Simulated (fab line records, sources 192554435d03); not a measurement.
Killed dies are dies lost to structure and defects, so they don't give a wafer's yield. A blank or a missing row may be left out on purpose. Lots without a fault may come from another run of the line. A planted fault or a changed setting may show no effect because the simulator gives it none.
One fault seen from 2 desks | flow n5_finfet | each desk has only its own numbers; what lay behind them comes last

THE TOOL OWNER'S DESK: arfi_scanner-02
The tool's own readings at N5_HKMG_FIN_EXPOSE_09 (exposes mask NWFM): means of the sampled wafers that have a number, for each lot that ran on this tool. A lot is out of limits, marked OUT, if its mean lies more than 4 standard deviations from the usual mean; the brackets give that distance.
Columns: A = exposure_dose_mJ_cm2 at N5_HKMG_FIN_EXPOSE_09, usual 39.22; B = focus_offset_nm at N5_HKMG_FIN_EXPOSE_09, usual 0.0 nm; C = stage_vel_mm_s at N5_HKMG_FIN_EXPOSE_09, usual 500.01 mm/s
lot  | first seen here | A     | B    | C
L612 | day 6 14:55     | 39.26 | 0.4  | 500.51
L614 | day 6 23:17     | 39.21 | -0.4 | 500.43
L616 | day 7 08:10     | 39.20 | -0.4 | 500.11
L623 | day 9 04:07     | 39.20 | -0.6 | 499.79
This desk's finding: nothing out of limits on any of the 4 lots.

THE METROLOGY DESK
What the gauges read, lot by lot, whatever tool the lot ran on: means of the sampled wafers that have a number. A lot is out of limits, marked OUT, if its mean lies more than 4 standard deviations from the usual mean; the brackets give that distance. Of its 13 readings 7 are shown: the one that was out of limits first, and those that lie furthest out on some lot.
Columns: A = cd_nm at N5_HKMG_FIN_CD_MEAS_49, usual 202.5 nm; B = HK_THK at N5_HKMG_FIN_THK_MEAS_70, usual 1.585 nm; C = NWFM_OVL at N5_HKMG_FIN_OVL_MEAS_13, usual 0.1 nm; D = DIBL_N at N5_BEOL_M4_RC_MEAS_101, usual 37.3 mV/V; E = DIBL_P at N5_BEOL_M4_RC_MEAS_101, usual 37.4 mV/V; F = ION_P at N5_BEOL_M4_RC_MEAS_101, usual 468 uA/um; G = SS_N at N5_BEOL_M4_RC_MEAS_101, usual 71.8 mV/dec
lot  | first seen here | A     | B     | C              | D    | E    | F   | G
L605 | day 4 11:51     | 203.5 | 1.602 | 0.1            | 34.5 | 34.1 | 463 | 71.0
L612 | day 6 11:37     | 202.2 | 1.563 | -0.2           | 39.7 | 40.5 | 469 | 72.1
L614 | day 6 20:04     | 202.9 | 1.572 | -0.4           | 38.2 | 39.2 | 464 | 72.1
L616 | day 7 04:56     | 201.0 | 1.583 | -0.9           | 36.7 | 37.1 | 472 | 71.4
L617 | day 7 12:00     | 202.4 | 1.585 | -0.2           | 37.2 | 37.8 | 458 | 72.2
L623 | day 9 00:56     | 203.2 | 1.605 | 18.3 (+19) OUT | 37.8 | 38.2 | 469 | 71.8
L624 | day 9 05:46     | 203.4 | 1.583 | 0.7            | 38.7 | 39.5 | 464 | 72.6
L625 | day 9 15:28     | 202.0 | 1.568 | 0.2            | 37.3 | 37.8 | 462 | 72.2
L626 | day 9 21:31     | 201.9 | 1.600 | -0.7           | 36.7 | 35.3 | 472 | 71.3
This desk's finding: out of limits on L623; first on L623, day 9 04:16 (NWFM_OVL at N5_HKMG_FIN_OVL_MEAS_13). In limits: L605, L612, L614, L616, L617, L624, L625, L626.

PUT TOGETHER
The metrology desk could have raised an alarm at day 9 04:16, on L623.
The tool owner's desk saw nothing out of limits.
The tool owner's desk has L623 on record, within its limits.
Of the lots named, all ran N5_HKMG_FIN_EXPOSE_09 on arfi_scanner-02.

WHAT THE SIMULATOR HAD PUT IN
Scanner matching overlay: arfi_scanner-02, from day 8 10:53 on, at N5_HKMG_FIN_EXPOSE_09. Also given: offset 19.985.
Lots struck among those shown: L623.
Hours from the fault's start to each desk's first reading out of limits: the metrology desk, 17.
